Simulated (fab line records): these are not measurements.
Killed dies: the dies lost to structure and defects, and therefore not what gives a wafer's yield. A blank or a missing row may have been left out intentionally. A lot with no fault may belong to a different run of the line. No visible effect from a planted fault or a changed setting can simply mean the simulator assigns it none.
The tool behind it: which one? / flow nand harc / 42 wafers from 14 lots sampled at 5 of the route's 1159 steps

## WHAT THE GAUGES SHOWED, per wafer
NHARC_END_SORT_01.
lot=L633; measured=day 19 19:06; on=prober-02; killed at array=24 16 27; killed at other=0 2 0; killed at periphery=2 1 2; killed dies=26 19 29; killed open=5 5 6; killed short=2 1 1
lot=L640; measured=day 21 05:53; on=prober-02; killed at array=35 35 28; killed at other=1 0 1; killed at periphery=6 5 1; killed dies=42 40 30; killed open=5 7 1; killed short=4 0 0
lot=L643; measured=day 22 00:49; on=prober-02; killed at array=28 38 42; killed at other=1 0 0; killed at periphery=617 617 601; killed dies=646 655 643; killed open=2 3 4; killed short=0 2 3
lot=L646; measured=day 22 06:58; on=prober-02; killed at array=29 26 15; killed at other=0 0 0; killed at periphery=5 6 4; killed dies=34 32 19; killed open=6 4 3; killed short=3 1 3
lot=L645; measured=day 22 06:49; on=prober-01; killed at array=20 29 31; killed at other=0 0 0; killed at periphery=622 610 616; killed dies=642 639 647; killed open=0 1 6; killed short=4 5 0
lot=L644; measured=day 23 07:20; on=prober-02; killed at array=19 23 19; killed at other=2 5 1; killed at periphery=638 617 626; killed dies=659 645 646; killed open=7 1 2; killed short=3 3 2
lot=L647; measured=day 23 19:14; on=prober-01; killed at array=34 30 25; killed at other=1 4 4; killed at periphery=1 0 3; killed dies=36 34 32; killed open=2 1 2; killed short=4 1 3
lot=L649; measured=day 23 21:16; on=prober-02; killed at array=50 35 43; killed at other=2 0 1; killed at periphery=4 6 6; killed dies=56 41 50; killed open=5 3 7; killed short=0 2 1
lot=L648; measured=day 24 03:52; on=prober-01; killed at array=13 27 15; killed at other=0 0 0; killed at periphery=5 7 4; killed dies=18 34 19; killed open=8 6 5; killed short=1 3 3
lot=L650; measured=day 23 08:07; on=prober-01; killed at array=27 33 40; killed at other=0 3 4; killed at periphery=4 6 2; killed dies=31 42 46; killed open=3 5 4; killed short=1 4 1
lot=L652; measured=day 24 10:02; on=prober-01; killed at array=30 31 25; killed at other=0 0 2; killed at periphery=6 3 6; killed dies=36 34 33; killed open=2 3 5; killed short=2 3 2
lot=L651; measured=day 24 07:02; on=prober-02; killed at array=32 30 37; killed at other=0 0 1; killed at periphery=2 0 0; killed dies=34 30 38; killed open=2 3 6; killed short=5 1 1
lot=L655; measured=day 25 07:31; on=prober-02; killed at array=31 22 29; killed at other=1 0 2; killed at periphery=2 3 2; killed dies=34 25 33; killed open=3 5 4; killed short=2 2 4
lot=L656; measured=day 25 02:05; on=prober-02; killed at array=20 15 20; killed at other=0 1 1; killed at periphery=5 3 4; killed dies=25 19 25; killed open=8 3 4; killed short=4 2 0

## EACH LOT AND THE TOOL THAT RAN IT (in order: tool; ch and the chambers of the sampled wafers; start)
lot=L633; NHARC_P_GATE_SPUTTER_78=pvd sputter-01, day 5 11:17; NHARC_THIN_TSV_ETCH_15=rie si-01 ch 0,1,2, day 19 02:46; NHARC_THIN_TSV_DEP_47=pecvd-03 ch 0,1, day 19 03:47; NHARC_THIN_TSV_DEGAS_49=pvd sputter-02, day 19 04:43
lot=L640; NHARC_P_GATE_SPUTTER_78=pvd sputter-03, day 7 01:29; NHARC_THIN_TSV_ETCH_15=rie si-01 ch 1,3, day 20 16:34; NHARC_THIN_TSV_DEP_47=pecvd-04 ch 0,1,2, day 20 17:35; NHARC_THIN_TSV_DEGAS_49=pvd sputter-02, day 20 18:46
lot=L643; NHARC_P_GATE_SPUTTER_78=pvd sputter-03, day 7 16:25; NHARC_THIN_TSV_ETCH_15=-; NHARC_THIN_TSV_DEP_47=-; NHARC_THIN_TSV_DEGAS_49=-
lot=L646; NHARC_P_GATE_SPUTTER_78=pvd sputter-02, day 8 16:58; NHARC_THIN_TSV_ETCH_15=rie si-03 ch 1,2,3, day 21 08:50; NHARC_THIN_TSV_DEP_47=pecvd-03 ch 0,2, day 21 09:53; NHARC_THIN_TSV_DEGAS_49=pvd sputter-01, day 21 10:46
lot=L645; NHARC_P_GATE_SPUTTER_78=pvd sputter-02, day 8 18:11; NHARC_THIN_TSV_ETCH_15=-; NHARC_THIN_TSV_DEP_47=-; NHARC_THIN_TSV_DEGAS_49=-
lot=L644; NHARC_P_GATE_SPUTTER_78=pvd sputter-03, day 8 23:28; NHARC_THIN_TSV_ETCH_15=-; NHARC_THIN_TSV_DEP_47=-; NHARC_THIN_TSV_DEGAS_49=-
lot=L647; NHARC_P_GATE_SPUTTER_78=pvd sputter-01, day 9 03:59; NHARC_THIN_TSV_ETCH_15=rie si-01 ch 0,1,2, day 23 01:11; NHARC_THIN_TSV_DEP_47=pecvd-03 ch 0,2, day 23 02:14; NHARC_THIN_TSV_DEGAS_49=pvd sputter-01, day 23 03:08
lot=L649; NHARC_P_GATE_SPUTTER_78=pvd sputter-01, day 9 09:14; NHARC_THIN_TSV_ETCH_15=rie si-03 ch 1,3, day 23 06:47; NHARC_THIN_TSV_DEP_47=pecvd-03 ch 1,2, day 23 08:01; NHARC_THIN_TSV_DEGAS_49=pvd sputter-02, day 23 08:58
lot=L648; NHARC_P_GATE_SPUTTER_78=pvd sputter-02, day 9 09:47; NHARC_THIN_TSV_ETCH_15=rie si-06 ch 0,2,3, day 23 08:05; NHARC_THIN_TSV_DEP_47=pecvd-03 ch 0,1,2, day 23 09:12; NHARC_THIN_TSV_DEGAS_49=pvd sputter-03, day 23 10:17
lot=L650; NHARC_P_GATE_SPUTTER_78=pvd sputter-01, day 9 18:58; NHARC_THIN_TSV_ETCH_15=rie si-06 ch 0,2,3, day 22 18:22; NHARC_THIN_TSV_DEP_47=pecvd-04 ch 0,1, day 22 19:25; NHARC_THIN_TSV_DEGAS_49=pvd sputter-02, day 22 20:18
lot=L652; NHARC_P_GATE_SPUTTER_78=pvd sputter-01, day 10 02:38; NHARC_THIN_TSV_ETCH_15=rie si-01 ch 0,2,3, day 23 16:52; NHARC_THIN_TSV_DEP_47=pecvd-03 ch 1,2, day 23 18:29; NHARC_THIN_TSV_DEGAS_49=pvd sputter-03, day 23 19:29
lot=L651; NHARC_P_GATE_SPUTTER_78=pvd sputter-03, day 10 07:46; NHARC_THIN_TSV_ETCH_15=rie si-01 ch 0,2,3, day 23 13:05; NHARC_THIN_TSV_DEP_47=pecvd-01 ch 1,2, day 23 14:23; NHARC_THIN_TSV_DEGAS_49=pvd sputter-03, day 23 16:31
lot=L655; NHARC_P_GATE_SPUTTER_78=pvd sputter-03, day 10 19:23; NHARC_THIN_TSV_ETCH_15=rie si-06 ch 0,1,3, day 24 14:36; NHARC_THIN_TSV_DEP_47=pecvd-01 ch 0,1, day 24 15:41; NHARC_THIN_TSV_DEGAS_49=pvd sputter-01, day 24 16:34
lot=L656; NHARC_P_GATE_SPUTTER_78=pvd sputter-03, day 11 07:52; NHARC_THIN_TSV_ETCH_15=rie si-06 ch 0,1, day 24 11:56; NHARC_THIN_TSV_DEP_47=pecvd-03 ch 0,1,2, day 24 13:12; NHARC_THIN_TSV_DEGAS_49=pvd sputter-01, day 24 14:04
- NHARC_P_GATE_SPUTTER_78: material Ni, target thk 10 nm.
- NHARC_THIN_TSV_ETCH_15: target depth 3000 nm, bosch target overetch cycles 2, bosch etch step 2.8 s.
- NHARC_THIN_TSV_DEP_47: deposits SiO2, target thk 200 nm.
- NHARC_THIN_TSV_DEGAS_49: time 120 s.

## WHAT THE TOOLS THEMSELVES READ (means of the sampled wafers that have a number; where no wafer has one, the mark that the record gives instead)
NHARC_THIN_TSV_ETCH_15.
lot=L633; tool=rie si-01; drypump motor current A (A)=5.8; he backside leak sccm (sccm)=2.75
lot=L640; tool=rie si-01; drypump motor current A (A)=6.4; he backside leak sccm (sccm)=2.68
lot=L646; tool=rie si-03; drypump motor current A (A)=5.5; he backside leak sccm (sccm)=2.75
lot=L647; tool=rie si-01; drypump motor current A (A)=5.7; he backside leak sccm (sccm)=2.55
lot=L649; tool=rie si-03; drypump motor current A (A)=5.4; he backside leak sccm (sccm)=2.53
lot=L648; tool=rie si-06; drypump motor current A (A)=5.6; he backside leak sccm (sccm)=2.59
lot=L650; tool=rie si-06; drypump motor current A (A)=5.6; he backside leak sccm (sccm)=2.53
lot=L652; tool=rie si-01; drypump motor current A (A)=5.6; he backside leak sccm (sccm)=3.02
lot=L651; tool=rie si-01; drypump motor current A (A)=5.6; he backside leak sccm (sccm)=2.60
lot=L655; tool=rie si-06; drypump motor current A (A)=5.7; he backside leak sccm (sccm)=2.52
lot=L656; tool=rie si-06; drypump motor current A (A)=5.6; he backside leak sccm (sccm)=2.34

NHARC_THIN_TSV_DEP_47.
lot=L633; tool=pecvd-03; chamber pressure Torr (Torr)=6.508; throttle valve pct (%)=16.6
lot=L640; tool=pecvd-04; chamber pressure Torr (Torr)=6.491; throttle valve pct (%)=16.0
lot=L646; tool=pecvd-03; chamber pressure Torr (Torr)=6.510; throttle valve pct (%)=16.2
lot=L647; tool=pecvd-03; chamber pressure Torr (Torr)=6.510; throttle valve pct (%)=16.7
lot=L649; tool=pecvd-03; chamber pressure Torr (Torr)=6.515; throttle valve pct (%)=16.6
lot=L648; tool=pecvd-03; chamber pressure Torr (Torr)=6.510; throttle valve pct (%)=16.6
lot=L650; tool=pecvd-04; chamber pressure Torr (Torr)=6.486; throttle valve pct (%)=16.0
lot=L652; tool=pecvd-03; chamber pressure Torr (Torr)=6.511; throttle valve pct (%)=16.8
lot=L651; tool=pecvd-01; chamber pressure Torr (Torr)=6.496; throttle valve pct (%)=15.8
lot=L655; tool=pecvd-01; chamber pressure Torr (Torr)=6.510; throttle valve pct (%)=15.7
lot=L656; tool=pecvd-03; chamber pressure Torr (Torr)=6.488; throttle valve pct (%)=16.9

NHARC_THIN_TSV_DEGAS_49.
lot=L633; tool=pvd sputter-02; heater power w (W)=487; susceptor temp C (C)=299.82
lot=L640; tool=pvd sputter-02; heater power w (W)=485; susceptor temp C (C)=299.86
lot=L646; tool=pvd sputter-01; heater power w (W)=485; susceptor temp C (C)=299.77
lot=L647; tool=pvd sputter-01; heater power w (W)=486; susceptor temp C (C)=299.96
lot=L649; tool=pvd sputter-02; heater power w (W)=446; susceptor temp C (C)=300.06
lot=L648; tool=pvd sputter-03; heater power w (W)=474; susceptor temp C (C)=299.93
lot=L650; tool=pvd sputter-02; heater power w (W)=534; susceptor temp C (C)=299.91
lot=L652; tool=pvd sputter-03; heater power w (W)=513; susceptor temp C (C)=-
lot=L651; tool=pvd sputter-03; heater power w (W)=566; susceptor temp C (C)=299.93
lot=L655; tool=pvd sputter-01; heater power w (W)=477; susceptor temp C (C)=300.00
lot=L656; tool=pvd sputter-01; heater power w (W)=496; susceptor temp C (C)=300.01

## THE ANSWER, worked out from the rows above alone
Rule: what is usual is taken from the lots themselves. The widest of any qualifying gaps counts: lots, ordered by their means at a reading, are off when they make up no more than a third of the lots, leave a main group of 4 or more, and stand apart from it by 3 or more times the standard deviation of that group's means. If all means in a main group match to the digits the tables above print for the reading, that group is not used. A lot without any number at a reading at which 4 lots or more have one is off too. Any other lot the step has rows for is counted as sound. The gauges are gone through in route order, then the tools' own readings, and for those a lot's mean is taken as printed above. At the first step where some lot is off, the reading lying furthest off is the one used; lots without a number count as furthest.
Off, at NHARC_END_SORT_01 on killed at periphery: L643, L645, L644. The main group: mean 3.5, standard deviation 1.6.
If a tool, at a process step before that reading, ran all the lots that are off and no sound lot after the first of them, it fits. Gauges at NHARC_END_SORT_01: tried the same way as those tools. Of those tried, none fits.

## WHAT WAS PUT IN BY THE SIMULATOR
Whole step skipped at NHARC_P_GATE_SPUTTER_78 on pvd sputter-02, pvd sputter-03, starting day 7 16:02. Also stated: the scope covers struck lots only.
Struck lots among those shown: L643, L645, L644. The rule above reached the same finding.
